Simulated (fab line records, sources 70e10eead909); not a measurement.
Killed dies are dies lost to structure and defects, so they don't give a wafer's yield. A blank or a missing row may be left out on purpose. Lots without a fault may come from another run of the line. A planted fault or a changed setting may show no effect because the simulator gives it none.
Which tool did it? | flow nand_harc | 6 lots, 18 wafers sampled, at 4 steps of a route of 1302

WHAT THE GAUGES READ, wafer by wafer
NHARC_END_SORT_01.
lot  | measured     | on        | killed_at_periphery
L798 | day 24 23:45 | prober-02 | 4 1 2
L800 | day 25 15:30 | prober-01 | 6 12 1
L802 | day 26 21:53 | prober-01 | 2 2 2
L804 | day 28 16:53 | prober-01 | 3 2 2
L808 | day 30 03:11 | prober-01 | 1 619 4
L817 | day 33 06:43 | prober-01 | 4 6 4

WHICH TOOL RAN EACH LOT (tool, then ch and the chambers of the sampled wafers, then the start)
lot  | NHARC_P_M1_PVD_21            | NHARC_THIN_TSV_DEP_47           | NHARC_THIN_TSV_DEGAS_53
L798 | pvd_sputter-03, day 7 06:40  | pecvd-03 ch 0,2, day 24 12:01   | pvd_sputter-02, day 24 14:55
L800 | pvd_sputter-01, day 8 02:05  | pecvd-04 ch 0,1, day 25 00:38   | pvd_sputter-02, day 25 03:34
L802 | pvd_sputter-03, day 8 21:35  | pecvd-02 ch 1,2, day 26 08:07   | pvd_sputter-01, day 26 11:00
L804 | pvd_sputter-03, day 9 12:10  | pecvd-03 ch 0,1, day 28 04:15   | pvd_sputter-01, day 28 07:10
L808 | pvd_sputter-03, day 11 17:26 | pecvd-03 ch 1,2, day 29 13:01   | pvd_sputter-03, day 29 15:51
L817 | pvd_sputter-01, day 14 22:59 | pecvd-02 ch 0,1,2, day 32 15:10 | pvd_sputter-02, day 32 18:00
- NHARC_P_M1_PVD_21: deposits Cu, target thk 30 nm, time 20.49 s.
- NHARC_THIN_TSV_DEP_47: deposits SiO2, target thk 200 nm.
- NHARC_THIN_TSV_DEGAS_53: time 60 s.

THE ANSWER, worked out from the rows above alone
Rule: what is usual is taken from the lots themselves. Put in order of their means at a reading, lots are off if they are a third of the lots or fewer, leave a main group of 4 or more, and stand apart from it by a gap of 3 or more times the standard deviation of the main group's means; of several such gaps the widest counts. A main group whose means are all the same, to the digits that the tables above print for the reading, isn't used. A lot without any number at a reading at which 4 lots or more have one is off too. The other lots that the step has rows for count as sound.
Off: L808, at NHARC_END_SORT_01 (killed_at_periphery). The main group: mean 3.5, standard deviation 1.7.
A tool fits if, at a process step before that reading, it ran every lot that is off, and no sound lot after the first of them. The gauges at NHARC_END_SORT_01 are tried like those tools. Can't be told from this: 2 tools fit, pvd_sputter-03 at NHARC_P_M1_PVD_21 and NHARC_THIN_TSV_DEGAS_53, pecvd-03 at NHARC_THIN_TSV_DEP_47.

WHAT THE SIMULATOR HAD PUT IN
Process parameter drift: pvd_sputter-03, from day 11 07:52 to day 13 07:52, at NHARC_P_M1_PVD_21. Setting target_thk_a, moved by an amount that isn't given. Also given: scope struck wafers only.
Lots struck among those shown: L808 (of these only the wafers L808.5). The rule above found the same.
